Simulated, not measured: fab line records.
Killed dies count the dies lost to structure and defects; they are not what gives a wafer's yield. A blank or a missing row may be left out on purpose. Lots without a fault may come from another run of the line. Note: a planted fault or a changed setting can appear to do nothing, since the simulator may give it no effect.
Which tool did it? ; flow nand-harc ; 72 wafers from 24 lots sampled at 5 of the route's 1302 steps

== WHAT EACH GAUGE READ, for each wafer ==
NHARC_A_M1_INSPECT_27.
lot;measured;on;raw-defect-count
L075;day 23 07:38;defect-inspect-02;463 567 546
L074;day 23 15:17;defect-inspect-02;611 573 440
L076;day 23 22:29;defect-inspect-01;691 452 510
L079;day 24 05:08;defect-inspect-01;1039 730 891
L077;day 24 07:17;defect-inspect-01;440 441 641
L078;day 24 12:54;defect-inspect-01;463 450 641
L081;day 25 14:19;defect-inspect-02;517 512 686
L080;day 25 15:48;defect-inspect-01;521 423 600
L082;day 26 06:50;defect-inspect-02;454 507 487
L083;day 26 18:49;defect-inspect-01;434 442 597
L084;day 26 22:14;defect-inspect-01;572 546 589
L085;day 27 09:07;defect-inspect-02;507 484 391
L087;day 27 22:27;defect-inspect-02;502 411 418
L086;day 28 01:09;defect-inspect-02;386 460 468
L088;day 28 19:01;defect-inspect-02;447 433 414
L089;day 29 03:34;defect-inspect-02;527 485 430
L090;day 29 22:04;defect-inspect-02;434 541 480
L092;day 30 03:38;defect-inspect-02;477 556 468
L091;day 30 06:20;defect-inspect-02;638 587 653
L093;day 30 23:37;defect-inspect-02;698 566 508
L095;day 31 05:18;defect-inspect-02;513 401 421
L094;day 31 07:02;defect-inspect-02;513 477 423
L096;day 31 09:19;defect-inspect-02;597 814 749
L097;day 31 22:22;defect-inspect-01;702 541 488

NHARC_A_BONDPAD_CD_MEAS_09 targets a cd of 500 nm.
lot;measured;on;cd-nm (nm)
L075;day 23 09:34;cd-sem-03;500.2 500.6 500.6
L074;day 23 17:33;cd-sem-01;501.0 502.7 501.8
L076;day 24 00:25;cd-sem-01;501.0 503.5 501.8
L079;day 24 07:13;cd-sem-02;494.7 497.7 497.3
L077;day 24 09:12;cd-sem-03;498.0 497.1 495.8
L078;day 24 14:50;cd-sem-03;499.5 498.3 493.1
L081;day 25 16:07;cd-sem-01;498.5 496.2 500.4
L080;day 25 17:44;cd-sem-01;497.2 500.1 500.4
L082;day 26 08:38;cd-sem-01;502.9 501.3 499.7
L083;day 26 20:37;cd-sem-02;500.3 501.0 501.7
L084;day 27 00:02;cd-sem-03;497.7 497.3 499.0
L085;day 27 11:03;cd-sem-03;498.4 497.6 499.8
L087;day 28 00:22;cd-sem-03;501.2 498.0 496.0
L086;day 28 03:04;cd-sem-02;500.8 495.9 497.1
L088;day 28 20:58;cd-sem-03;493.1 494.6 497.7
L089;day 29 05:29;cd-sem-01;502.7 503.7 501.1
L090;day 30 00:01;cd-sem-01;498.7 499.9 495.4
L092;day 30 05:26;cd-sem-02;501.6 498.3 499.9
L091;day 30 08:15;cd-sem-01;498.8 500.0 500.5
L093;day 31 01:33;cd-sem-03;501.2 500.8 498.8
L095;day 31 07:05;cd-sem-01;503.0 502.5 498.8
L094;day 31 08:56;cd-sem-02;501.4 497.7 500.5
L096;day 31 11:23;cd-sem-01;504.4 499.7 501.7
L097;day 32 00:13;cd-sem-02;501.6 498.1 499.1

== EACH LOT AND THE TOOL THAT RAN IT (in order: tool; ch and the chambers of the sampled wafers; start) ==
lot;NHARC_A_M0_PVD_20;NHARC_A_M1_DESCUM_14;NHARC_A_M1_PRE_CLEAN_32
L075;pvd-sputter-02, day 23 05:02 or earlier;rie-diel-02 ch 0,1,2, day 23 05:02;pecvd-01 ch 0,1, day 23 07:42
L074;pvd-sputter-01, day 23 12:43 or earlier;rie-diel-09 ch 0,2,3, day 23 12:43;pecvd-02 ch 0,1, day 23 15:42
L076;pvd-sputter-01, day 23 19:55 or earlier;rie-diel-02 ch 1,2, day 23 19:55;pecvd-02 ch 1,2, day 23 22:34
L079;pvd-sputter-03, day 24 02:35 or earlier;rie-diel-02 ch 1,2,3, day 24 02:35;pecvd-02 ch 0,1,2, day 24 05:22
L077;pvd-sputter-01, day 24 04:41 or earlier;rie-diel-08 ch 0,2,3, day 24 04:41;pecvd-01 ch 0,1, day 24 07:21
L078;pvd-sputter-02, day 24 10:15 or earlier;rie-diel-09 ch 0,3, day 24 10:15;pecvd-02 ch 0,1, day 24 12:59
L081;pvd-sputter-03, day 25 11:26 or earlier;rie-diel-02 ch 0,2,3, day 25 11:26;pecvd-01 ch 0,2, day 25 14:23
L080;pvd-sputter-03, day 25 13:14 or earlier;rie-diel-08 ch 1,3, day 25 13:14;pecvd-01 ch 0,1,2, day 25 15:52
L082;pvd-sputter-02, day 26 03:46 or earlier;rie-diel-02 ch 1,2, day 26 03:46;pecvd-02 ch 0,1,2, day 26 06:56
L083;pvd-sputter-01, day 26 16:13 or earlier;rie-diel-02 ch 0,1,3, day 26 16:13;pecvd-01 ch 0,2, day 26 18:53
L084;pvd-sputter-01, day 26 19:40 or earlier;rie-diel-02 ch 0,1,3, day 26 19:40;pecvd-03 ch 0,1, day 26 22:19
L085;pvd-sputter-02, day 27 06:34 or earlier;rie-diel-02 ch 0,1,2, day 27 06:34;pecvd-03 ch 0,1,2, day 27 09:12
L087;pvd-sputter-01, day 27 19:50 or earlier;rie-diel-08 ch 0,2, day 27 19:50;pecvd-02 ch 1,2, day 27 22:32
L086;pvd-sputter-03, day 27 22:35 or earlier;rie-diel-08 ch 1,2,3, day 27 22:35;pecvd-01 ch 0,2, day 28 01:14
L088;pvd-sputter-02, day 28 16:19 or earlier;rie-diel-08 ch 0,2, day 28 16:19;pecvd-02 ch 0,2, day 28 19:05
L089;pvd-sputter-03, day 29 00:59 or earlier;rie-diel-08 ch 0,1,2, day 29 00:59;pecvd-02 ch 0,1,2, day 29 03:40
L090;pvd-sputter-03, day 29 19:30 or earlier;rie-diel-09 ch 1,2,3, day 29 19:30;pecvd-02 ch 0,1, day 29 22:07
L092;pvd-sputter-03, day 30 01:05 or earlier;rie-diel-02 ch 1,2,3, day 30 01:05;pecvd-02 ch 0,1,2, day 30 03:43
L091;pvd-sputter-02, day 30 03:46 or earlier;rie-diel-09 ch 2,3, day 30 03:46;pecvd-01 ch 0,1,2, day 30 06:25
L093;pvd-sputter-01, day 30 21:01 or earlier;rie-diel-09 ch 0,1,2, day 30 21:01;pecvd-03 ch 1,2, day 30 23:50
L095;pvd-sputter-03, day 31 02:41 or earlier;rie-diel-09 ch 1,2,3, day 31 02:41;pecvd-01 ch 1,2, day 31 05:22
L094;pvd-sputter-01, day 31 04:23 or earlier;rie-diel-02 ch 0,1,2, day 31 04:23;pecvd-03 ch 0,1, day 31 07:05
L096;pvd-sputter-02, day 31 06:46 or earlier;rie-diel-09 ch 0,1,3, day 31 06:46;pecvd-01 ch 0,1,2, day 31 09:31
L097;pvd-sputter-03, day 31 19:48 or earlier;rie-diel-08 ch 0,1,2, day 31 19:48;pecvd-03 ch 0,1, day 31 22:30
- NHARC_A_M0_PVD_20: deposits TaN, target thk 5 nm, time 8.06 s.
- NHARC_A_M1_DESCUM_14: chemistry O2, time 3 s.
- NHARC_A_M1_PRE_CLEAN_32: time 12 s.

== AS READ BY THE TOOLS THEMSELVES (means over the sampled wafers that have a number; for cases with no such wafer, the mark the record gives instead) ==
NHARC_A_M0_PVD_20.
lot;tool;throttle-valve-pct (%)
L075;pvd-sputter-02;29.9
L074;pvd-sputter-01;29.1
L076;pvd-sputter-01;29.8
L079;pvd-sputter-03;29.1
L077;pvd-sputter-01;30.0
L078;pvd-sputter-02;30.0
L081;pvd-sputter-03;30.0
L080;pvd-sputter-03;30.0
L082;pvd-sputter-02;29.8
L083;pvd-sputter-01;29.6
L084;pvd-sputter-01;29.5
L085;pvd-sputter-02;30.1
L087;pvd-sputter-01;29.0
L086;pvd-sputter-03;30.7
L088;pvd-sputter-02;30.7
L089;pvd-sputter-03;29.9
L090;pvd-sputter-03;29.1
L092;pvd-sputter-03;30.7
L091;pvd-sputter-02;30.1
L093;pvd-sputter-01;29.5
L095;pvd-sputter-03;29.0
L094;pvd-sputter-01;29.7
L096;pvd-sputter-02;30.9
L097;pvd-sputter-03;30.3

NHARC_A_M1_DESCUM_14.
lot;tool;drypump-motor-current-A (A);o2-flow-sccm (sccm);oes-product-au (a.u.);rf-vpp-V (V);showerhead-plenum-p-Torr (Torr);throttle-valve-pct (%)
L075;rie-diel-02;5.54;199.7;1.013;58.3;1.94;11.305
L074;rie-diel-09;5.97;200.4;0.993;57.6;1.90;11.320
L076;rie-diel-02;5.52;200.1;1.004;58.3;1.93;11.315
L079;rie-diel-02;5.66;200.1;0.999;57.7;1.91;11.310
L077;rie-diel-08;5.84;199.7;1.003;58.2;1.93;11.315
L078;rie-diel-09;6.09;200.1;0.998;58.0;1.88;11.311
L081;rie-diel-02;5.69;200.7;1.002;56.9;1.93;11.312
L080;rie-diel-08;5.90;200.4;0.984;57.6;1.84;11.315
L082;rie-diel-02;5.51;200.0;0.996;58.3;1.93;11.306
L083;rie-diel-02;5.70;200.2;1.013;58.1;1.92;11.308
L084;rie-diel-02;5.68;200.1;1.013;58.7;1.92;11.303
L085;rie-diel-02;5.51;200.0;1.007;59.3;1.94;11.307
L087;rie-diel-08;5.58;199.8;1.005;58.3;1.98;11.322
L086;rie-diel-08;5.86;200.0;0.991;57.9;1.92;11.309
L088;rie-diel-08;5.59;199.6;1.002;57.9;1.98;11.304
L089;rie-diel-08;5.59;200.1;1.003;57.6;1.91;11.318
L090;rie-diel-09;6.17;200.3;0.981;57.5;1.93;11.306
L092;rie-diel-02;5.66;199.8;0.999;57.3;1.91;11.319
L091;rie-diel-09;6.09;199.8;1.000;58.2;1.95;11.308
L093;rie-diel-09;5.93;199.9;0.985;58.0;1.91;11.306
L095;rie-diel-09;6.18;199.6;0.987;57.9;1.93;11.309
L094;rie-diel-02;5.55;199.7;1.011;57.8;1.94;11.316
L096;rie-diel-09;6.04;200.5;0.987;58.0;1.88;11.308
L097;rie-diel-08;5.59;199.9;0.983;58.0;1.91;11.311

NHARC_A_M1_PRE_CLEAN_32.
lot;tool;heater-power-w (W)
L075;pecvd-01;670
L074;pecvd-02;622
L076;pecvd-02;629
L079;pecvd-02;610
L077;pecvd-01;661
L078;pecvd-02;628
L081;pecvd-01;595
L080;pecvd-01;643
L082;pecvd-02;615
L083;pecvd-01;588
L084;pecvd-03;546
L085;pecvd-03;576
L087;pecvd-02;625
L086;pecvd-01;607
L088;pecvd-02;585
L089;pecvd-02;647
L090;pecvd-02;601
L092;pecvd-02;578
L091;pecvd-01;670
L093;pecvd-03;643
L095;pecvd-01;674
L094;pecvd-03;584
L096;pecvd-01;651
L097;pecvd-03;538

== THE ANSWER, worked out from the rows above alone ==
Rule: the usual values come from the lots themselves. The widest of any qualifying gaps counts: lots, ordered by their means at a reading, are off when they make up no more than a third of the lots, leave a main group of 4 or more, and stand apart from it by 3 or more times the standard deviation of that group's means. If all means in a main group match to the digits the tables above print for the reading, that group is not used. Also off: a lot with no number at a reading for which 4 or more lots have one. The other lots that the step has rows for count as sound. After the gauges, taken in route order, come the tools' own readings; for these a lot's mean is taken, as printed above. At the first step where some lot is off, the reading lying furthest off is the one used; lots without a number count as furthest.
Across all readings shown, no lot is off: no conclusion can be drawn from this.

== WHAT THE SIMULATOR HAD PUT IN ==
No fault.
